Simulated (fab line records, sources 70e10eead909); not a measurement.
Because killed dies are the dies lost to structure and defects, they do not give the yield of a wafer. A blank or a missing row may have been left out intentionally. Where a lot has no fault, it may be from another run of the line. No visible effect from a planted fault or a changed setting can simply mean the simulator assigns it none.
The tool behind it: which one?	flow nandHarc	10 lots with 30 wafers sampled at 7 steps, on a route of 1302 steps

WHAT THE GAUGES READ, wafer by wafer
NHARC_A_ZERO_WELL_INSPECT_17.
lot	measured	on	rawDefectCount
L178	day 8 22:55	defectInspect-01	3 8 3
L179	day 9 19:16	defectInspect-02	19 20 9
L181	day 10 04:39	defectInspect-02	11 7 8
L182	day 10 15:48	defectInspect-02	4 15 12
L185	day 11 15:07	defectInspect-02	19 13 21
L191	day 14 08:09	defectInspect-02	362 317 330
L193	day 15 12:21	defectInspect-01	295 272 300
L194	day 15 14:07	defectInspect-02	11 5 4
L195	day 16 04:31	defectInspect-02	26 17 19
L196	day 16 13:41	defectInspect-01	22 7 12

NHARC_A_SOURCE_PLATE_INSPECT_08.
lot	measured	on	rawDefectCount
L178	day 9 23:02	defectInspect-02	50 70 82
L179	day 10 17:47	defectInspect-02	65 42 60
L181	day 11 02:01	defectInspect-02	46 75 56
L182	day 11 12:36	defectInspect-02	35 90 48
L185	day 12 11:18	defectInspect-01	50 39 43
L191	day 15 13:29	defectInspect-02	413 345 355
L193	day 16 08:18	defectInspect-01	337 304 342
L194	day 16 08:18	defectInspect-02	43 52 42
L195	day 17 00:48	defectInspect-02	61 74 22
L196	day 17 14:31	defectInspect-01	47 54 48

NHARC_END_SORT_01.
lot	measured	on	killedAtArray	killedAtOther	killedAtPeriphery	killedDies	killedOpen	killedShort
L191	day 32 19:56	prober-01	64 94 101	0 0 1	3 4 2	67 98 104	4 3 3	0 2 5
L193	day 33 02:47	prober-01	106 130 121	0 1 0	4 3 4	110 134 125	0 1 1	1 3 1

TOOL THAT RAN EACH LOT (tool first, then ch and the chambers of the sampled wafers, then the start)
lot	NHARC_P_BONDPAD_ACTIVATE_29	NHARC_A_ZERO_WELL_ETCH_19	NHARC_A_ZERO_WELL_ETCH_13	NHARC_A_ZERO_WELL_RTA_16
L178	rieDiel-05 ch 0,3, day 8 20:16	rieDiel-06 ch 1,2, day 8 21:40	rieSi-06 ch 0,3, day 8 21:47	rtpAnneal-01 ch 0, day 8 22:45
L179	rieDiel-03 ch 0,1, day 9 16:37	rieDiel-12 ch 1,3, day 9 17:58	rieSi-05 ch 0,1, day 9 18:05	rtpAnneal-01 ch 0, day 9 19:04
L181	rieDiel-03 ch 1,3, day 10 01:56	rieDiel-12 ch 0,2,3, day 10 03:26	rieSi-06 ch 0,1,2, day 10 03:33	rtpAnneal-02 ch 0, day 10 04:29
L182	rieDiel-05 ch 0,1,3, day 10 13:06	rieDiel-06 ch 0,3, day 10 14:35	rieSi-01 ch 1,2,3, day 10 14:43	rtpAnneal-02 ch 0, day 10 15:38
L185	rieDiel-05 ch 0,3, day 11 12:20	rieDiel-06 ch 2,3, day 11 13:53	rieSi-01 ch 0,1,3, day 11 14:02	rtpAnneal-02 ch 0, day 11 15:00
L191	rieDiel-02 ch 0,1,3, day 14 05:28	rieDiel-06 ch 0,2, day 14 06:56	rieSi-01 ch 0,1,3, day 14 07:04	rtpAnneal-02 ch 0, day 14 08:01
L193	rieDiel-03 ch 1,2,3, day 15 09:46	rieDiel-06 ch 0,1,2, day 15 11:07	rieSi-01 ch 0,2,3, day 15 11:15	rtpAnneal-01 ch 0, day 15 12:09
L194	rieDiel-05 ch 1,3, day 15 11:22	rieDiel-06 ch 0,1, day 15 12:52	rieSi-06 ch 1,2, day 15 12:58	rtpAnneal-01 ch 0, day 15 13:55
L195	rieDiel-05 ch 0,2, day 16 01:53	rieDiel-06 ch 0,2,3, day 16 03:16	rieSi-05 ch 1,2, day 16 03:23	rtpAnneal-01 ch 0, day 16 04:20
L196	rieDiel-05 ch 1,2,3, day 16 10:59	rieDiel-06 ch 1,2,3, day 16 12:28	rieSi-05 ch 1,3, day 16 12:36	rtpAnneal-02 ch 0, day 16 13:31
- NHARC_P_BONDPAD_ACTIVATE_29: chemistry N2, time 60 s.
- NHARC_A_ZERO_WELL_ETCH_19: etches the open film in N2/H2, target depth 80 nm, overetch 24 nm, time 87.88 s.
- NHARC_A_ZERO_WELL_ETCH_13: etches the open film in HBr/Cl2, target depth 120 nm, time 40.1 s.
- NHARC_A_ZERO_WELL_RTA_16: time 10 s.

AS READ BY THE TOOLS THEMSELVES (means over the sampled wafers that have a number; for cases with no such wafer, the mark the record gives instead)
NHARC_P_BONDPAD_ACTIVATE_29.
lot	tool	drypumpMotorCurrentA (A)	oesProductAu (a.u.)	rfVppV (V)	showerheadPlenumPTorr (Torr)
L178	rieDiel-05	5.8	0.994	64.5	1.71
L179	rieDiel-03	5.8	0.989	63.8	1.79
L181	rieDiel-03	6.1	0.992	64.1	1.71
L182	rieDiel-05	5.6	0.992	64.7	1.74
L185	rieDiel-05	6.0	1.000	64.0	1.72
L191	rieDiel-02	5.9	1.005	64.9	1.79
L193	rieDiel-03	6.0	0.989	63.5	1.74
L194	rieDiel-05	5.4	1.002	64.4	1.72
L195	rieDiel-05	5.8	1.001	64.8	1.83
L196	rieDiel-05	5.3	1.002	64.8	1.79

NHARC_A_ZERO_WELL_ETCH_19.
lot	tool	drypumpMotorCurrentA (A)	oesProductAu (a.u.)	rfVppV (V)	showerheadPlenumPTorr (Torr)	throttleValvePct (%)
L178	rieDiel-06	5.4	0.979	432.5	2.11	14.175
L179	rieDiel-12	6.4	0.996	429.7	1.99	14.171
L181	rieDiel-12	5.7	1.000	430.5	1.99	14.171
L182	rieDiel-06	5.9	0.993	429.2	1.98	14.176
L185	rieDiel-06	6.3	0.996	432.3	2.13	14.177
L191	rieDiel-06	5.8	0.994	430.0	2.01	14.173
L193	rieDiel-06	5.7	1.000	430.9	2.06	14.176
L194	rieDiel-06	5.5	0.993	428.3	1.97	14.171
L195	rieDiel-06	6.0	1.012	432.0	2.07	14.173
L196	rieDiel-06	5.9	1.001	432.1	2.12	14.176

NHARC_A_ZERO_WELL_ETCH_13.
lot	tool	drypumpMotorCurrentA (A)	oesProductAu (a.u.)	throttleValvePct (%)
L178	rieSi-06	5.9	0.990	26.403
L179	rieSi-05	5.9	1.002	26.406
L181	rieSi-06	5.9	0.990	26.402
L182	rieSi-01	5.9	0.996	26.408
L185	rieSi-01	6.0	0.989	26.410
L191	rieSi-01	6.0	0.994	26.399
L193	rieSi-01	6.2	0.989	26.412
L194	rieSi-06	5.3	0.991	26.405
L195	rieSi-05	6.0	1.003	26.403
L196	rieSi-05	5.7	0.996	26.407

NHARC_A_ZERO_WELL_RTA_16.
lot	tool	lampPowerPct (%)	lamp_zone_1_pct (%)	lamp_zone_2_pct (%)	lamp_zone_4_pct (%)	wafer_temp_C_max
L178	rtpAnneal-01	32.5	32.5	32.5	32.5	1003.6
L179	rtpAnneal-01	32.5	32.6	32.6	32.5	1006.0
L181	rtpAnneal-02	30.5	30.5	30.6	30.5	1004.6
L182	rtpAnneal-02	30.5	30.5	30.5	30.5	1004.5
L185	rtpAnneal-02	30.4	30.4	30.5	30.4	1003.4
L191	rtpAnneal-02	30.5	30.5	30.5	30.5	1004.0
L193	rtpAnneal-01	32.5	32.5	32.5	32.6	1004.5
L194	rtpAnneal-01	32.5	32.6	32.6	32.6	1003.7
L195	rtpAnneal-01	32.5	32.6	32.6	32.6	1003.8
L196	rtpAnneal-02	30.5	30.5	30.5	30.5	1004.5

THE ANSWER, worked out from the rows above alone
Rule: what is usual is taken from the lots themselves. The widest of any qualifying gaps counts: lots, ordered by their means at a reading, are off when they make up no more than a third of the lots, leave a main group of 4 or more, and stand apart from it by 3 or more times the standard deviation of that group's means. A main group whose means are all the same, to the digits that the tables above print for the reading, isn't used. Also off: a lot with no number at a reading for which 4 or more lots have one. Any other lot the step has rows for is counted as sound. The gauges are gone through in route order, then the tools' own readings, and for those a lot's mean is taken as printed above. At the first step where some lot is off, the reading lying furthest off is the one used; lots without a number count as furthest.
Off at NHARC_A_ZERO_WELL_INSPECT_17 (rawDefectCount): L191, L193. The main group has a mean of 12 with a standard deviation of 5.3.
If a tool, at a process step before that reading, ran all the lots that are off and no sound lot after the first of them, it fits. Those tools and the gauges at NHARC_A_ZERO_WELL_INSPECT_17 are tried in the same way. One fits: rieSi-01 at NHARC_A_ZERO_WELL_ETCH_13. A fault onset in the window from L185 (day 11 14:02, its last sound lot) to L191 (day 14 07:04, its first lot off) fits.

WHAT HAD BEEN PUT IN BY THE SIMULATOR
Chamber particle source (rieSi-01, NHARC_A_ZERO_WELL_ETCH_13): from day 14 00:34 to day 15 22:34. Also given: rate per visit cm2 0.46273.
Lots struck among those shown: L191, L193. The rule above found the same.
